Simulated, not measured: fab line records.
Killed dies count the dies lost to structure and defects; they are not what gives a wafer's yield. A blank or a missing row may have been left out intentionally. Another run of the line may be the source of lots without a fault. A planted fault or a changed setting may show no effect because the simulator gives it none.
fab line records    flow nandHarc
[record] lots = 14  wafers = 42  lastDay = 33
route steps=1302 shown A_DECK1_JOINT@544 A_ONON_D2@558 A_CHANNEL_HOLE_D2@570 END@1302
lots that met no fault: from a run of the same line without faults
startH: hours from the record's first day to the start of the lot's first wafer shown    waitH: hours since the lot's step before    " unchanged from the row above    L1.1+2: several wafers, shown together as one row    - no value, or no start given    * or withheld: withheld    < > ~ a bound
route shown NAME@n: names a module that has steps shown in the file, with the first one's number in the route    usual: mean/standard deviation of fault-free wafers    same: alike in all rows    chamber/n: place in a boat    sites: each site's reading    _std_site: their standard deviation    _edge_site: the outer-site mean with the inner-site mean subtracted    radiusMm: for every site, how far away it sits from the centre of the wafer    mask NAME#n: copy n    behind: the last tool/chamber to shape the wafer    hold: the reason the lot was held/the length of the hold in hours/how it ended    device: the n, p or np transistor that did not switch    end of line: the tests these same wafers got at the end of their route    a step with no rows: only its recipe    killed: not the wafer's yield, but the dies lost to structure and defects at the first sort    map: dies across one wafer; x = killed, . = not, _ = none there
set.NAME: the setting that was run; set.NAME@STEP: the one run at that earlier step    model.NAME: the simulator's own value behind a step, which no gauge read
one table for each step of the route and one row for each wafer, over a sample of lots
services: when a tool's chamber went out of use (startH, in hours from the record's first day, below 0 if earlier), for how many hours, and the reason
[[steps]]
[step NHARC_A_DECK1_JOINT_INSPECT_05]
[usual] rawDefectCount = 398/160
lot.wafer  tool              chamber  startH  waitH  rawDefectCount
L987.3     defectInspect-01  -        269.46  0.0    427
L987.5     "                 -        "       "      557
L987.6     "                 -        "       "      598
L988.1     defectInspect-02  -        283.81  0.0    268
L988.2     "                 -        "       "      279
L988.5     "                 -        "       "      318
L990.1     defectInspect-01  -        308.75  0.0    311
L990.5     "                 -        "       "      401
L990.6     "                 -        "       "      299
L992.2     defectInspect-02  -        316.51  0.0    216
L992.3     "                 -        "       "      393
L992.5     "                 -        "       "      395
L101.1     defectInspect-02  -        416.84  0.0    405
L101.2     "                 -        "       "      749
L101.4     "                 -        "       "      388
L100.1     defectInspect-01  -        416.85  0.0    429
L100.3     "                 -        "       "      286
L100.4     "                 -        "       "      372
L102.2     defectInspect-01  -        431.30  0.0    341
L102.3     "                 -        "       "      312
L102.6     "                 -        "       "      472
L103.3     defectInspect-01  -        434.07  0.0    205
L103.5     "                 -        "       "      329
L103.6     "                 -        "       "      384
L104.1     defectInspect-02  -        434.09  0.0    257
L104.4     "                 -        "       "      304
L104.6     "                 -        "       "      507
L105.2     defectInspect-01  -        451.67  0.0    732
L105.3     "                 -        "       "      551
L105.5     "                 -        "       "      274
L106.1     defectInspect-01  -        461.61  0.0    556
L106.4     "                 -        "       "      606
L106.5     "                 -        "       "      1051
L107.1     defectInspect-02  -        467.70  0.0    762
L107.3     "                 -        "       "      286
L107.5     "                 -        "       "      548
L109.1     defectInspect-02  -        486.52  0.0    303
L109.4     "                 -        "       "      485
L109.5     "                 -        "       "      303
L110.2     defectInspect-02  -        511.21  0.0    588
L110.3     "                 -        "       "      386
L110.6     "                 -        "       "      449
[step NHARC_A_ONON_D2_DEP_19]
[recipe] targetThkA = 10000  n2FlowSccm = 2750  n2oFlowSccm = 2000  nh3FlowSccm = 500  sih4FlowSccm = 210  tempC = 400
[usual] nh3FlowSccm = 499.6/1.3
lot.wafer  tool          chamber  startH  waitH  nh3FlowSccm
L987.3     pecvdOnon-02  0        280.21  0.2    499.6
L987.5     "             0        "       "      500.8
L987.6     "             0        "       "      498.8
L988.1     pecvdOnon-02  0        294.15  0.1    499.8
L988.2     "             0        "       "      499.8
L988.5     "             0        "       "      499.0
L990.1     pecvdOnon-02  0        322.04  0.1    499.4
L990.5     "             0        "       "      499.4
L990.6     "             0        "       "      501.2
L992.2     pecvdOnon-02  0        327.24  0.1    496.4
L992.3     "             0        "       "      500.2
L992.5     "             0        "       "      497.8
L101.1     pecvdOnon-04  0        427.46  0.1    498.8
L101.2     "             0        "       "      500.9
L101.4     "             0        "       "      499.7
L100.1     pecvdOnon-01  0        427.47  0.1    499.9
L100.3     "             0        "       "      499.5
L100.4     "             0        "       "      496.8
L104.1     pecvdOnon-02  0        441.91  0.1    499.3
L104.4     "             0        "       "      500.2
L104.6     "             0        "       "      500.3
L102.2     pecvdOnon-04  0        441.98  0.1    499.6
L102.3     "             0        "       "      499.8
L102.6     "             0        "       "      499.0
L103.3     pecvdOnon-01  0        442.04  0.2    499.8
L103.5     "             0        "       "      502.0
L103.6     "             0        "       "      498.1
L105.2     pecvdOnon-02  0        463.93  0.1    498.6
L105.3     "             0        "       "      498.3
L105.5     "             0        "       "      496.0
L106.1     pecvdOnon-01  0        472.13  0.1    499.8
L106.4     "             0        "       "      499.8
L106.5     "             0        "       "      502.6
L107.1     pecvdOnon-02  0        480.28  0.1    499.3
L107.3     "             0        "       "      500.3
L107.5     "             0        "       "      501.1
L109.1     pecvdOnon-02  0        497.12  0.1    498.5
L109.4     "             0        "       "      499.6
L109.5     "             0        "       "      499.0
L110.2     pecvdOnon-04  0        521.89  0.1    501.0
L110.3     "             0        "       "      499.9
L110.6     "             0        "       "      500.1
[step NHARC_A_ONON_D2_THK_MEAS_21]
[recipe] thkMeasGauge = ellipsometry
[usual] thkNm = 1001/8.6
lot.wafer  tool          chamber  startH  waitH  thkNm
L987.3     filmMetro-02  -        280.60  -      1001
L987.5     "             -        "       "      1000
L987.6     "             -        "       "      1000
L988.1     filmMetro-01  -        294.66  -      1007
L988.2     "             -        "       "      1005
L988.5     "             -        "       "      1005
L990.1     filmMetro-01  -        322.56  -      1488
L990.5     "             -        "       "      1487
L990.6     "             -        "       "      1488
L992.2     filmMetro-01  -        327.69  -      1508
L992.3     "             -        "       "      1509
L992.5     "             -        "       "      1508
L101.1     filmMetro-02  -        427.97  -      1001
L101.2     "             -        "       "      1002
L101.4     "             -        "       "      1001
L100.1     filmMetro-01  -        427.98  -      989
L100.3     "             -        "       "      989
L100.4     "             -        "       "      989
L104.1     filmMetro-01  -        442.43  -      1013
L104.4     "             -        "       "      1012
L104.6     "             -        "       "      1012
L102.2     filmMetro-02  -        442.43  -      999
L102.3     "             -        "       "      996
L102.6     "             -        "       "      1000
L103.3     filmMetro-01  -        442.44  -      985
L103.5     "             -        "       "      985
L103.6     "             -        "       "      987
L105.2     filmMetro-02  -        464.38  -      994
L105.3     "             -        "       "      994
L105.5     "             -        "       "      994
L106.1     filmMetro-01  -        472.64  -      1006
L106.4     "             -        "       "      1006
L106.5     "             -        "       "      1006
L107.1     filmMetro-02  -        480.79  -      1002
L107.3     "             -        "       "      1002
L107.5     "             -        "       "      999
L109.1     filmMetro-01  -        497.63  -      1012
L109.4     "             -        "       "      1012
L109.5     "             -        "       "      1014
L110.2     filmMetro-01  -        522.34  -      989
L110.3     "             -        "       "      990
L110.6     "             -        "       "      988
[step NHARC_A_ONON_D2_INSPECT_32]
[usual] rawDefectCount = 497/200
lot.wafer  tool              chamber  startH  waitH  rawDefectCount
L987.3     defectInspect-02  -        282.84  0.0    557
L987.5     "                 -        "       "      729
L987.6     "                 -        "       "      780
L988.1     defectInspect-02  -        296.89  0.0    375
L988.2     "                 -        "       "      349
L988.5     "                 -        "       "      425
L990.1     defectInspect-02  -        324.83  0.0    398
L990.5     "                 -        "       "      517
L990.6     "                 -        "       "      362
L992.2     defectInspect-02  -        329.93  0.0    252
L992.3     "                 -        "       "      507
L992.5     "                 -        "       "      478
L101.1     defectInspect-02  -        430.21  0.0    482
L101.2     "                 -        "       "      940
L101.4     "                 -        "       "      449
L100.1     defectInspect-01  -        430.24  0.0    546
L100.3     "                 -        "       "      391
L100.4     "                 -        "       "      487
L102.2     defectInspect-01  -        444.68  0.0    437
L102.3     "                 -        "       "      368
L102.6     "                 -        "       "      547
L104.1     defectInspect-02  -        444.68  0.0    332
L104.4     "                 -        "       "      370
L104.6     "                 -        "       "      590
L103.3     defectInspect-02  -        444.69  0.0    263
L103.5     "                 -        "       "      434
L103.6     "                 -        "       "      507
L105.2     defectInspect-02  -        466.64  0.0    965
L105.3     "                 -        "       "      694
L105.5     "                 -        "       "      376
L106.1     defectInspect-02  -        474.88  0.0    666
L106.4     "                 -        "       "      783
L106.5     "                 -        "       "      1362
L107.1     defectInspect-01  -        483.05  0.0    875
L107.3     "                 -        "       "      339
L107.5     "                 -        "       "      633
L109.1     defectInspect-01  -        499.92  0.0    354
L109.4     "                 -        "       "      625
L109.5     "                 -        "       "      386
L110.2     defectInspect-02  -        524.59  0.0    685
L110.3     "                 -        "       "      500
L110.6     "                 -        "       "      547
[step NHARC_A_CHANNEL_HOLE_D2_DEP_00]
[recipe] targetThkA = 31000  tempC = 400  material = aC
[usual] throttleValvePct = 35.000/0.0097
lot.wafer  tool       chamber  startH  waitH  throttleValvePct
L987.3     aclDep-01  0        283.54  0.7    34.976
L987.5     "          0        "       "      35.005
L987.6     "          0        "       "      34.997
L988.1     aclDep-01  0        296.96  0.1    34.990
L988.2     "          0        "       "      35.013
L988.5     "          0        "       "      34.993
L101.1     aclDep-01  0        432.04  1.8    35.020
L101.2     "          0        "       "      35.008
L101.4     "          0        "       "      34.994
L100.1     aclDep-03  0        433.45  3.2    35.000
L100.3     "          0        "       "      35.007
L100.4     "          0        "       "      35.007
L102.2     aclDep-03  0        445.56  0.9    34.997
L102.3     "          0        "       "      34.988
L102.6     "          0        "       "      35.006
L104.1     aclDep-01  0        446.46  1.8    34.991
L104.4     "          0        "       "      35.010
L104.6     "          0        "       "      34.998
L103.3     aclDep-03  0        447.79  3.1    35.011
L103.5     "          0        "       "      34.991
L103.6     "          0        "       "      34.998
L105.2     aclDep-03  0        467.03  0.4    34.990
L105.3     "          0        "       "      35.000
L105.5     "          0        "       "      34.992
L106.1     aclDep-01  0        475.52  0.6    35.002
L106.4     "          0        "       "      34.996
L106.5     "          0        "       "      35.005
L107.1     aclDep-01  0        486.59  3.5    34.991
L107.3     "          0        "       "      34.984
L107.5     "          0        "       "      35.010
L109.1     aclDep-01  0        500.06  0.1    34.998
L109.4     "          0        "       "      34.989
L109.5     "          0        "       "      35.009
L110.2     aclDep-02  0        524.97  0.4    34.995
L110.3     "          0        "       "      35.003
L110.6     "          0        "       "      35.009
[step NHARC_END_SORT_01]
[recipe] tempC = 25
[usual] killedAtArray = 52/18  killedAtOther = 1.0/1.4  killedAtPeriphery = 3.1/2.3  killedDies = 56/17  killedOpen = 3.0/1.7  killedShort = 2.5/1.7
[same] grossDies = 677
lot.wafer  tool       chamber  startH  waitH  killedAtArray  killedAtOther  killedAtPeriphery  killedDies  killedOpen  killedShort
L990.1     prober-01  0        603.93  2.5    665            1              11                 677         4           1
L990.5     prober-01  0        607.13  3.7    672            2              3                  677         4           3
L990.6     prober-01  0        607.92  4.0    673            1              3                  677         5           2
L992.2     prober-02  0        604.71  2.8    674            1              2                  677         3           4
L992.3     prober-02  0        605.52  3.1    675            0              2                  677         4           4
L992.5     prober-02  0        607.14  3.7    674            2              1                  677         1           1
// killed by level:class
L990.1 A_ONON_D2:areaDep=639 A_CHANNEL_HOLE_D2:chamberFilmFlake=9 A_CHANNEL_HOLE_D1:chamberFilmFlake=5 A_CONTACT:chamberFilmFlake=5 P_STI:chamberFilmFlake=4 P_CONTACT:geometricParticle:open=3 P_M2:chamberFilmFlake=2 A_ZERO_WELL:chamberFilmFlake=2
L992.2 A_ONON_D2:areaDep=646 A_CHANNEL_HOLE_D2:chamberFilmFlake=12 A_CHANNEL_HOLE_D1:chamberFilmFlake=5 A_STAIRCASE:chamberFilmFlake=3 A_ONON_D2:geometricParticle:short=2 P_M0:geometricParticle:short=1 A_ONON_D1:geometricParticle:short=1 A_ONON_D2:geometricParticle:open=1
L992.3 A_ONON_D2:areaDep=647 A_CHANNEL_HOLE_D2:chamberFilmFlake=7 A_CHANNEL_HOLE_D1:chamberFilmFlake=6 A_CONTACT:chamberFilmFlake=4 A_STAIRCASE:chamberFilmFlake=3 P_M1:geometricParticle:short=1 A_ONON_D1:geometricParticle:open=1 A_DECK1_JOINT:geometricParticle:short=1
L990.5 A_ONON_D2:areaDep=633 A_CHANNEL_HOLE_D2:chamberFilmFlake=13 A_CONTACT:chamberFilmFlake=9 A_STAIRCASE:chamberFilmFlake=5 A_CHANNEL_HOLE_D1:chamberFilmFlake=4 A_ZERO_WELL:chamberFilmFlake=2 THIN_TSV:chamberFilmFlake=2 P_BONDPAD:geometricParticle:open=1
L992.5 A_ONON_D2:areaDep=649 A_STAIRCASE:chamberFilmFlake=8 A_CHANNEL_HOLE_D2:chamberFilmFlake=7 A_CONTACT:chamberFilmFlake=5 THIN_TSV:chamberFilmFlake=2 A_ONON_D1:geometricParticle:short=1 A_M0:geometricParticle:open=1 P_ZERO_WELL:chamberFilmFlake=1
L990.6 A_ONON_D2:areaDep=653 A_CONTACT:chamberFilmFlake=6 A_CHANNEL_HOLE_D2:chamberFilmFlake=5 A_CHANNEL_HOLE_D1:chamberFilmFlake=2 A_STAIRCASE:chamberFilmFlake=2 P_STI:geometricParticle:short=1 P_CONTACT:geometricParticle:open=1 A_ONON_D1:geometricParticle:open=1
[[services]]
tool          chamber  startH  hours  kind
pecvdOnon-01  -        269.00  13.0   pm
pecvdOnon-04  -        276.09  0.7    repair
aclDep-03     -        303.71  13.0   pm
pecvdOnon-04  -        311.24  13.0   pm
pecvdOnon-02  -        366.34  13.0   pm
aclDep-01     -        371.14  13.0   pm
aclDep-02     -        426.29  13.0   pm
pecvdOnon-01  -        450.00  13.0   pm
aclDep-03     -        484.90  13.0   pm
pecvdOnon-04  -        492.24  13.0   pm
[[key]]
[firstSign] step = NHARC_A_ONON_D2_THK_MEAS_21  reading = thkNm  direction = up  sigmas = 58  usual = 1001  struck = 1498
[effect] step = NHARC_END_SORT_01  reading = killedDies  direction = up  sigmas = 36  usual = 56  struck = 677
[moreKillsBornAt] NHARC_A_ONON_D2_DEP_19@pecvdOnon-02 = 3867
metAt NHARC_A_ONON_D2_DEP_19
struckLots L990,L992
struckWafers L990.1,L990.5,L990.6,L992.2,L992.3,L992.5
laterRowsLeftOut L990.1,L990.5,L990.6,L992.2,L992.3,L992.5
testerLeftOut L990,L992
notActingAt NHARC_A_DECK1_JOINT_INSPECT_05,NHARC_A_ONON_D2_INSPECT_32,NHARC_A_CHANNEL_HOLE_D2_DEP_00
onsetBetween 294.15 322.04
[fault] kind = processParameterDrift  tool = pecvdOnon-02  chamber = 0  onsetH = 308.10  steps = NHARC_A_ONON_D2_DEP_19  channel = targetThkA  offset = *  shape = step  endH = 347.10  actsIn = *  stated = *
// testerLeftOut: of these lots the tester's yield and bins aren't shown, on N5 and GAA mostly nor the transistor test; their killed dies are dies lost to structure and defects alone, not to doping, threshold or leakage, so they don't give the yield
// laterRowsLeftOut: the simulator's readings of these wafers behind a module that went badly wrong aren't trusted and aren't shown, but for the sort
